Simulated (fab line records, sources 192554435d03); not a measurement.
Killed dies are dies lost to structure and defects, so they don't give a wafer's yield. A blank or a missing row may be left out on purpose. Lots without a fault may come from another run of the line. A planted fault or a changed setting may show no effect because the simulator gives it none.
A struck lot beside a sound one | flow n5_finfet | 14 steps out of a route of 1938
Sound: wafers L717.1, L717.2, L717.4. Struck: wafers L726.1, L726.4, L726.5. The cause comes at the end.
At each step with rows: each side's tool, then ch and its chambers, then its first start. Under that, the readings that differ: sound wafers | struck wafers | difference of the means | sigmas: that difference in standard deviations of wafers without a fault.
alike: readings whose means differ by less than 2 such deviations, and words and numbers that are the same on both sides. not compared: withheld readings, readings that some wafer has no value for, bounds like >300 that may hide the same value, and numbers for which the record gives no deviation and whose values overlap.
The two part at a step that has a row with sigmas, a row that says differs or no value, or rows on one side only. Numbers that don't overlap but have no deviation are shown without sigmas and don't part them. A reading that every wafer of one side lacks parts them only if that side has two wafers or more.

first, 1 step without rows for these wafers: N5_BEOL_M11_PRE_CLEAN_55 (time 15 s).
N5_BEOL_M11_DEP_56: deposits SiCN from 3MS/NH3, target thk 30 nm, time 10.5 s.
  sound on pecvd-04 ch 0,2, day 12 16:41; struck on pecvd-02 ch 0,1,2, day 14 21:16
  alike: showerhead_plenum_p_Torr, throttle_valve_pct
N5_BEOL_M11_RS_MEAS_57: measures by four-point-probe.
  sound on film_metro-01, day 12 16:45; struck on film_metro-01, day 14 21:20
  alike: M11_RS
N5_BEOL_M11_INSPECT_58: inspects for defects (darkfield).
  sound on defect_inspect-01, day 12 16:46; struck on defect_inspect-02, day 14 21:22
  alike: raw_defect_count
N5_BEOL_M12_ILD_DEP_00: deposits SiOC from DEMS/O2, target thk 658.92 nm, time 130.7 s.
  sound on pecvd-02 ch 1,2, day 12 16:49; struck on pecvd-03 ch 1,2, day 14 21:24
  alike: heater_power_w, showerhead_plenum_p_Torr, throttle_valve_pct
N5_BEOL_M12_THK_MEAS_01:
  sound on film_metro-02, day 12 16:56; struck on film_metro-02, day 14 21:32
  alike: M12_ILD_THK
then, 6 steps without rows for these wafers: N5_BEOL_M12_COAT_58 (time 60 s, resist thk 89 nm); N5_BEOL_M12_COAT_04 (resist thk 400 nm); N5_BEOL_M12_EBR_06; N5_BEOL_M12_SOFTBAKE_05 (time 60 s); N5_BEOL_M12_EXPOSE_07 (exposes mask V11); N5_BEOL_M12_PEB_08 (peb time 90 s).
N5_BEOL_M12_DEVELOP_09: develop time 45 s.
  sound on litho_track-03 ch 0, day 12 17:08; struck on litho_track-03, day 14 21:50
  no value came back on the struck wafers for chill_plate_temp_C (C), develop_time_s (s); on the sound wafers chill_plate_temp_C (C) reads 23.18 23.04 22.93
  reading                                    | sound             | struck            | difference | sigmas
  model.coat_of_BEOL_M12_COAT_04.thk_nm (nm) | 386.2 385.6 386.4 | 398.6 397.8 397.6 | +11.9      |
then, 1 step without rows for these wafers: N5_BEOL_M12_HARDBAKE_14 (time 120 s).

WHERE THEY PART
Only at N5_BEOL_M12_DEVELOP_09, within this record.

WHY: what the simulator had put in
Skipped step whole: litho_track-03, from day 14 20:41 on, at N5_BEOL_M12_DEVELOP_09. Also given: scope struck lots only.
